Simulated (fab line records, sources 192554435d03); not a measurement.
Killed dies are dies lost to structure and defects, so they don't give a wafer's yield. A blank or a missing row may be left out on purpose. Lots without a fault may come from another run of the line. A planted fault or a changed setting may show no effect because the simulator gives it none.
fab line records | flow n5_finfet
record lots=6 wafers=18 last_day=18
route steps=1938 shown BEOL_M6@1262 BEOL_M7@1263
lots that met no fault: from a run of the same line without faults
start_h: hours from the record's first day to the start of the lot's first wafer shown | wait_h: hours since the lot's step before | " the same as in the row above | L1.1+2: a row that stands for several wafers | - no value, or no start given | * or withheld: withheld | < > ~ a bound
route shown NAME@n: a module of which the file shows steps, and the number in the route of the first | usual: mean/standard deviation of fault-free wafers | same: alike in all rows | chamber/n: place in a boat | sites: the reading at each site | _std_site: their standard deviation | _edge_site: outer sites' mean less inner sites' | radius_mm: how far each site lies from the wafer's centre | mask NAME#n: copy n | behind: the tool/chamber that last shaped the wafer | hold: why the lot was held/for how many hours/how that ended | device: the transistor (n, p or np) that didn't switch | end of line: the same wafers' tests at the end of the route | a step without rows: its recipe alone | killed: dies lost to structure and defects at the first sort, not the wafer's yield | map: a wafer's dies, x killed, . not, _ none there
set.NAME: the setting as run; set.NAME@STEP: as run at that earlier step | model.NAME: the simulator's own value behind a step, which no gauge read
lots at some steps of the route; a table a step, a row a wafer
services: from which hour (start_h, from the record's first day; less than 0 if before it) a tool's chamber was out of use, for how many hours, and why
## steps
# step N5_BEOL_M6_INSPECT_58
# recipe inspect_instrument=darkfield mode=post_dep
# usual raw_defect_count=73/21
# columns lot.wafer tool chamber start_h wait_h raw_defect_count
L546.1 defect_inspect-01 - 205.31 0.0 82
L546.3 " - " " 82
L546.4 " - " " 81
L548.1 defect_inspect-01 - 223.88 0.0 51
L548.3 " - " " 44
L548.4 " - " " 47
L552.1 defect_inspect-01 - 249.50 0.0 88
L552.3 " - " " 89
L552.4 " - " " 57
L562.2 defect_inspect-01 - 339.99 0.0 80
L562.3 " - " " 70
L562.6 " - " " 65
L565.1 defect_inspect-02 - 343.36 0.0 92
L565.4 " - " " 93
L565.5 " - " " 67
L566.2 defect_inspect-02 - 364.90 0.0 100
L566.3 " - " " 66
L566.4 " - " " 62
# step N5_BEOL_M7_ILD_DEP_00
# recipe material=SiCOH_lowk target_thk_a=1797.5 temp_c=300 precursor=DEMS/porogen pressure_torr=5 rf_w=500 time_s=33.4
# usual heater_power_w=324/30 showerhead_plenum_p_Torr=5.740/0.017 throttle_valve_pct=14.1/1.4
# columns lot.wafer tool chamber start_h wait_h heater_power_w showerhead_plenum_p_Torr since_wet_clean_h throttle_valve_pct
L546.1 pecvd-01 1 205.35 0.0 287 5.726 1453 12.8
L546.3 " 1 " " 299 5.726 - 13.2
L546.4 " 0 " " 335 5.757 - 14.8
L548.1 pecvd-04 0 223.91 0.0 332 5.743 928 17.3
L548.3 " 1 " " 323 5.741 1653 14.2
L548.4 " 0 " " 326 5.733 - 17.2
L552.1 pecvd-02 0 249.54 0.0 300 5.716 1135 15.3
L552.3 " 2 " " 273 5.749 381 14.2
L552.4 " 2 " " 281 5.762 - 14.4
L562.2 pecvd-04 2 340.03 0.0 355 5.725 290 13.0
L562.3 " 0 " " 296 5.757 1044 17.5
L562.6 " 2 " " 340 5.722 - 12.9
L565.1 pecvd-04 0 343.40 0.0 274 5.743 1047 17.3
L565.4 " 1 " " 256 5.715 - 14.0
L565.5 " 2 " " 352 5.723 - 13.1
L566.2 pecvd-02 0 364.93 0.0 371 5.734 13 12.7
L566.3 " 2 " " 331 5.760 496 14.2
L566.4 " 0 " " 361 5.720 - 12.6
# step N5_BEOL_M7_CURE_74
# recipe temp_c=385 time_s=240 ambient=He/Ar material=SiCOH_lowk
# usual lamp_power_pct=52.31/0.057 wafer_temp_C_max=386.9/0.73
# columns lot.wafer tool chamber start_h wait_h lamp_power_pct wafer_temp_C_max
L546.1 uv_cure-03 0 205.43 0.1 52.21 386.9
L546.3 " 0 " " 52.25 386.9
L546.4 " 0 " " 52.24 386.2
L548.1 uv_cure-01 0 223.99 0.1 52.29 387.9
L548.3 " 0 " " 52.43 387.6
L548.4 " 0 " " 52.24 387.7
L552.1 uv_cure-03 0 249.60 0.0 52.31 386.9
L552.3 " 0 " " 52.23 386.7
L552.4 " 0 " " 52.30 387.7
L562.2 uv_cure-03 2 340.17 0.1 52.32 386.3
L562.3 " 2 " " 52.44 386.8
L562.6 " 2 " " 52.27 386.4
L565.1 uv_cure-03 1 343.46 0.0 52.31 385.5
L565.4 " 1 " " 52.33 385.7
L565.5 " 1 " " 52.36 385.6
L566.2 uv_cure-01 2 365.33 0.4 52.28 386.4
L566.3 " 2 " " 52.26 387.1
L566.4 " 2 " " 52.36 386.4
# step N5_BEOL_M7_THK_MEAS_01
# recipe reads=SiCOH_lowk_of_BEOL_M7_ILD_DEP_00
# usual M7_ILD_THK=155.1/2.1
# columns lot.wafer tool chamber start_h wait_h M7_ILD_THK[nm]
L546.1 film_metro-01 - 205.94 0.4 151.5
L546.3 " - " " 154.8
L546.4 " - " " 153.6
L548.1 film_metro-01 - 224.50 0.4 153.8
L548.3 " - " " 153.8
L548.4 " - " " 156.7
L552.1 film_metro-02 - 251.55 1.6 155.5
L552.3 " - " " 153.3
L552.4 " - " " 157.0
L562.2 film_metro-02 - 340.61 0.4 154.8
L562.3 " - " " 152.6
L562.6 " - " " 156.2
L565.1 film_metro-01 - 343.97 0.4 154.3
L565.4 " - " " 156.9
L565.5 " - " " 157.2
L566.2 film_metro-02 - 365.77 0.4 153.2
L566.3 " - " " 153.4
L566.4 " - " " 156.2
# step N5_BEOL_M7_PECVD_70
# recipe material=SiO2 target_thk_a=200 temp_c=400 precursor=TEOS/O2 pressure_torr=5.5 rf_w=450 teos_flow_sccm=53.8 gas=O2 flow_sccm=3000 time_s=22.7
# usual heater_power_w=744/54 showerhead_plenum_p_Torr=8.79/0.061 throttle_valve_pct=22.7/2.4
# columns lot.wafer tool chamber start_h wait_h heater_power_w showerhead_plenum_p_Torr since_wet_clean_h throttle_valve_pct
L546.1 pecvd-02 0 205.98 0.0 692 8.75 1091 24.5
L546.3 " 1 " " 807 8.91 1816 22.7
L546.4 " 0 " " 694 8.70 - 24.6
L548.1 pecvd-04 1 224.54 0.0 657 8.79 1653 22.8
L548.3 " 0 " " 648 8.80 928 27.8
L548.4 " 0 " " 632 8.77 - 27.7
L552.1 pecvd-01 1 251.59 0.0 670 8.74 1499 21.0
L552.3 " 2 " " 681 8.81 20 19.1
L552.4 " 1 " " 680 8.75 - 21.2
L562.2 pecvd-01 2 340.64 0.0 632 8.80 109 19.1
L562.3 " 1 " " 796 8.73 - 21.1
L562.6 " 1 " " 789 8.73 - 21.2
L565.1 pecvd-02 2 344.01 0.0 736 8.86 475 23.1
L565.4 " 1 " " 804 8.86 - 22.7
L565.5 " 1 " " 797 8.89 - 22.6
L566.2 pecvd-02 2 365.80 0.0 736 8.84 497 23.0
L566.3 " 1 " " 837 8.86 1976 22.7
L566.4 " 1 " " 830 8.86 - 22.5
# step N5_BEOL_M7_HM_DEP_02
# recipe material=TiN target_thk_a=200 temp_c=25 chamber_pressure_pa=0.49996
# usual throttle_valve_pct=30.2/1
# columns lot.wafer tool chamber start_h wait_h throttle_valve_pct
L546.1 pvd_sputter-01 - 207.35 1.3 30.8
L546.3 " - " " 30.1
L546.4 " - " " 31.0
L548.1 pvd_sputter-02 - 228.27 3.7 29.4
L548.3 " - " " 28.5
L548.4 " - " " 29.5
L552.1 pvd_sputter-02 - 251.92 0.3 29.6
L552.3 " - " " 29.2
L552.4 " - " " 28.7
L562.2 pvd_sputter-03 - 341.70 1.0 29.4
L562.3 " - " " 32.0
L562.6 " - " " 30.1
L565.1 pvd_sputter-03 - 345.92 1.9 29.2
L565.4 " - " " 30.2
L565.5 " - " " 30.1
L566.2 pvd_sputter-03 - 366.27 0.5 29.1
L566.3 " - " " 30.2
L566.4 " - " " 29.4
# step N5_BEOL_M7_COAT_59
# recipe resist=SOC temp_c=250 time_s=60 spin_rpm=1500 resist_thk_nm=100
# step N5_BEOL_M7_COAT_60
# recipe resist=SiARC temp_c=220 time_s=60 spin_rpm=1500 resist_thk_nm=35
# step N5_BEOL_M7_COAT_05
# recipe resist=CAR-ArF spin_rpm=1500 resist_thk_nm=90
# step N5_BEOL_M7_EBR_07
# recipe solvent=PGMEA ebr_width_mm=1.5
# step N5_BEOL_M7_SOFTBAKE_06
# recipe temp_c=110 time_s=60 resist=CAR-ArF
# step N5_BEOL_M7_EXPOSE_08
# recipe mask_id=M7 na=1.35 source_shape=dipole sigma_inner=0.817 sigma_outer=0.97 polarization=te dose_mj=68.25
# step N5_BEOL_M7_PEB_09
# recipe peb_temp_c=withheld peb_time_s=60 resist=CAR-ArF
# usual chill_plate_temp_C=23.01/0.1 exhaust_pa=44.9/0.94
# columns lot.wafer tool chamber start_h wait_h chill_plate_temp_C exhaust_pa
L546.1 litho_track-04 0 207.78 0.1 22.89 45.1
L546.3 " 0 " " 23.01 44.2
L546.4 " 0 " " 23.04 45.8
L548.1 litho_track-01 0 228.70 0.1 22.90 46.1
L548.3 " 0 " " 23.04 44.6
L548.4 " 0 " " 22.96 43.9
L552.1 litho_track-02 0 252.35 0.1 23.11 44.4
L552.3 " 0 " " 23.04 45.2
L552.4 " 0 " " 23.02 44.6
L562.2 litho_track-02 - 342.14 0.0 - -
L562.3 " - " " - -
L562.6 " - " " - -
L565.1 litho_track-01 - 346.24 0.1 - -
L565.4 " - " " - -
L565.5 " - " " - -
L566.2 litho_track-02 0 366.71 0.0 22.92 44.0
L566.3 " 0 " " 23.21 45.1
L566.4 " 0 " " 22.96 45.3
# step N5_BEOL_M7_DEVELOP_10
# recipe develop_time_s=30 developer=TMAH resist=CAR-ArF rinse_liquid=diw dry=air_spin dev_temp_c=23
## services
# columns tool chamber start_h hours kind
uv_cure-01 - 182.23 10.5 repair
pecvd-04 0 185.10 15.7 repair
uv_cure-03 - 187.80 2.1 repair
pecvd-02 - 193.63 1.1 repair
pecvd-01 2 202.38 - clean
pecvd-01 2 202.38 - consumable_replace:showerhead
pecvd-01 2 202.38 29.0 scheduled_down
pecvd-01 2 202.38 29.0 vent_cycle
pvd_sputter-02 - 207.32 1.6 repair
pecvd-04 2 216.12 - calibration
uv_cure-03 - 220.92 7.5 pm
pecvd-02 2 227.03 2.5 repair
pecvd-04 - 229.60 7.4 repair
uv_cure-01 - 267.92 2.1 pm
pecvd-01 0 272.18 70.1 repair
uv_cure-01 - 307.00 3.4 pm
uv_cure-03 - 311.58 2.1 pm
pecvd-04 - 319.34 11.9 repair
litho_track-02 - 319.96 - consumable_replace:filter
pecvd-02 0 322.80 - clean
pecvd-02 0 322.80 29.5 scheduled_down
pecvd-02 0 322.80 29.5 vent_cycle
pecvd-02 - 326.81 1.8 repair
uv_cure-01 - 354.79 7.5 pm
## key
first_sign step=N5_BEOL_M7_PEB_09 reading=tool_record direction=missing
effect none on later readings
met_at N5_BEOL_M7_PEB_09
struck_wafers L562.2,L562.3,L562.6,L565.1,L565.4,L565.5
later_rows_left_out L562.2,L562.3,L562.6,L565.1,L565.4,L565.5
sort_left_out L562.2,L562.3,L562.6,L565.1,L565.4,L565.5
onset_between 252.35 342.14
fault kind=skipped_step_whole tool=litho_track-01,litho_track-02 chamber=- onset_h=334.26 steps=N5_BEOL_M7_PEB_09 scope=struck_lots_only
# sort_left_out: the simulated sort isn't trusted on such a fault, so these wafers' sort isn't shown, and their yield isn't known
# later_rows_left_out: the simulator's readings of these wafers behind a module that went badly wrong aren't trusted and aren't shown, but for the sort
